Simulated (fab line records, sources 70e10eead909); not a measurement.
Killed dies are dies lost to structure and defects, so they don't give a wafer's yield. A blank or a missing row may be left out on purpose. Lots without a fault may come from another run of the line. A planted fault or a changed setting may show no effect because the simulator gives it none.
Tool commonality check | flow nand_harc | 12 lots, 36 wafers sampled

WHY IT WAS OPENED
At NHARC_P_ZERO_WELL_INSPECT_43 the reading raw_defect_count is flagged on 2 of 12 lots. Wafers without a fault read 12, standard deviation 6.3.
Rule: a lot is flagged when every wafer of it that has a number lies more than 4 standard deviations from that mean, or none has a number. The other lots count as sound.

lot  | measured     | on                | raw_defect_count, wafer by wafer | flag
L938 | day 2 03:25  | defect_inspect-01 | 9 12 8                           |
L939 | day 2 13:20  | defect_inspect-01 | 14 28 15                         |
L940 | day 2 23:26  | defect_inspect-01 | 8 9 11                           |
L943 | day 4 05:56  | defect_inspect-01 | 8 8 13                           |
L944 | day 4 15:44  | defect_inspect-02 | 19 31 17                         |
L945 | day 5 01:40  | defect_inspect-01 | 7 8 10                           |
L946 | day 5 11:35  | defect_inspect-02 | 14 8 7                           |
L953 | day 8 09:34  | defect_inspect-02 | 1449 1435 1474                   | FLAGGED
L954 | day 8 19:34  | defect_inspect-01 | 1442 1466 1395                   | FLAGGED
L958 | day 10 13:02 | defect_inspect-01 | 20 13 8                          |
L959 | day 10 21:33 | defect_inspect-01 | 6 6 11                           |
L960 | day 11 07:44 | defect_inspect-02 | 10 10 13                         |
The numbers of the flagged lots are 1444 on average: +1432 against the usual, or +99 or more standard deviations.

WHICH TOOL RAN EACH LOT
The record holds 1 process step before the reading, out of a route of 1302 steps. In each cell: the tool, then ch and the chambers that the sampled wafers went through, then the start.
lot  | flag    | NHARC_P_ZERO_WELL_PRECLEAN_68
L938 |         | wet_bench-06 ch 0,1,4, day 2 02:20
L939 |         | wet_bench-06 ch 2,4,5, day 2 12:16
L940 |         | wet_bench-06 ch 0,1,4, day 2 22:21
L943 |         | wet_bench-06 ch 2,4,6, day 4 04:52
L944 |         | wet_bench-01 ch 0,1,3, day 4 14:40
L945 |         | wet_bench-01 ch 2,6,7, day 5 00:37
L946 |         | wet_bench-06 ch 0,1,2, day 5 10:31
L953 | FLAGGED | wet_bench-06 ch 0,2,7, day 8 08:31
L954 | FLAGGED | wet_bench-06 ch 0,2,7, day 8 18:31
L958 |         | wet_bench-01 ch 1,4,5, day 10 11:58
L959 |         | wet_bench-02 ch 3,4,5, day 10 20:30
L960 |         | wet_bench-01 ch 1,2,6, day 11 06:40
What these steps do:
- NHARC_P_ZERO_WELL_PRECLEAN_68: cleans in SC1, time 60 s.
- NHARC_P_ZERO_WELL_INSPECT_43

FLAGGED OVER TOTAL, TOOL BY TOOL (the gauges that took the reading come last)
step                          | tool              | lots run | flagged | share of the flagged lots | sound lots run after its first flagged lot
NHARC_P_ZERO_WELL_PRECLEAN_68 | wet_bench-01      | 4        | 0       | none                      | -
NHARC_P_ZERO_WELL_PRECLEAN_68 | wet_bench-02      | 1        | 0       | none                      | -
NHARC_P_ZERO_WELL_PRECLEAN_68 | wet_bench-06      | 7        | 2       | all                       | 0
NHARC_P_ZERO_WELL_INSPECT_43  | defect_inspect-01 | 8        | 1       | some                      | 2 (L958,L959)
NHARC_P_ZERO_WELL_INSPECT_43  | defect_inspect-02 | 4        | 1       | some                      | 1 (L960)

WHAT THE TABLE ALLOWS
1 row of the table ran every flagged lot: wet_bench-06 at NHARC_P_ZERO_WELL_PRECLEAN_68.
- wet_bench-06 at NHARC_P_ZERO_WELL_PRECLEAN_68: 2 of its 7 lots flagged. Its last sound lot is L946 (day 5 10:31), its first flagged lot L953 (day 8 08:31): a fault that began between those two fits.
One tool is left: wet_bench-06 at NHARC_P_ZERO_WELL_PRECLEAN_68.

WHAT THE SIMULATOR HAD PUT IN
Chamber particle source: wet_bench-06, from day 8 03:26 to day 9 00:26, at NHARC_P_ZERO_WELL_PRECLEAN_68. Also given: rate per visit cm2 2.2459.
Lots struck among those shown: L953, L954. The rule above found the same.
